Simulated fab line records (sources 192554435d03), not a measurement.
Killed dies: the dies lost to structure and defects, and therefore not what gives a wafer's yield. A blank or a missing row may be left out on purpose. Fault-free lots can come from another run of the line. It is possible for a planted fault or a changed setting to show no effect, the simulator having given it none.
Matching of chambers | flow n5-finfet | uv-cure-02 running N5_BEOL_M5_CURE_80: 3 sister chambers
The step cures SiCOH lowk, time 120 s. 20 wafers are shown with their chamber, then 10 later ones without.

EACH WAFER AND ITS CHAMBER
wafer  | chamber | wafer_temp_C_max | lamp-power-pct (%)
L082.1 | 1       | 372.6            | 52.34
L082.3 | 1       | 373.2            | 52.27
L082.4 | 1       | 372.5            | 52.33
L081.1 | 0       | 371.6            | 52.26
L081.2 | 0       | 371.3            | 52.22
L081.6 | 0       | 371.4            | 52.30
L083.1 | 2       | 371.6            | 52.29
L083.2 | 2       | 371.3            | 52.32
L083.4 | 2       | 371.7            | 52.32
L083.3 | 2       | 370.7            | 52.24
L083.5 | 2       | 371.3            | 52.36
L083.6 | 2       | 371.1            | 52.42
L084.1 | 1       | 372.5            | 52.26
L084.2 | 1       | 372.7            | 52.43
L084.5 | 1       | 372.7            | 52.36
L084.3 | 1       | 372.9            | 52.31
L084.4 | 1       | 373.0            | 52.30
L084.6 | 1       | 372.7            | 52.28
L090.2 | 1       | 372.1            | 52.37
L090.3 | 1       | 372.8            | 52.31

SIGNATURES, as means of the wafers listed above
reading          | chamber 0 | chamber 1 | chamber 2 | scatter within a chamber
wafer_temp_C_max | 371.433   | 372.700   | 371.283   | 0.3
lamp-power-pct   | 52.2600   | 52.3236   | 52.3250   | 0.0525
Rule: a wafer lies at a distance from a chamber equal to the root of the sum of squares, over the readings, of (its reading less the chamber's mean, divided by the reading's scatter). The wafer belongs to the nearest chamber; if the next one is less than 2 further off, it can't be placed. The scatter: take each reading less its chamber's mean, square it, sum over the shown wafers, divide by the number of wafers less the number of chambers, and take the root.

WAFERS MISSING THEIR CHAMBER
wafer  | wafer_temp_C_max | lamp-power-pct (%)
L090.5 | 373.5            | 52.40
L091.3 | 371.2            | 52.35
L091.4 | 371.0            | 52.34
L091.6 | 371.0            | 52.40
L094.2 | 371.2            | 52.31
L094.4 | 371.4            | 52.32
L094.5 | 371.4            | 52.35
L097.1 | 371.6            | 52.29
L097.3 | 371.2            | 52.42
L097.4 | 371.8            | 52.22

THE CHAMBER EACH PASSED THROUGH
wafer  | from the rows above     | in truth
L090.5 | 1                       | 1
L091.3 | can't be placed: 2 or 0 | 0
L091.4 | can't be placed: 2 or 0 | 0
L091.6 | can't be placed: 2 or 0 | 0
L094.2 | can't be placed: 2 or 0 | 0
L094.4 | can't be placed: 2 or 0 | 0
L094.5 | can't be placed: 2 or 0 | 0
L097.1 | can't be placed: 0 or 2 | 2
L097.3 | can't be placed: 2 or 0 | 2
L097.4 | can't be placed: 0 or 2 | 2
Placed correctly: 1 of 10. Can't be placed from these rows: 9 (the true chamber is among the candidates in 9). 0 placed wrongly.
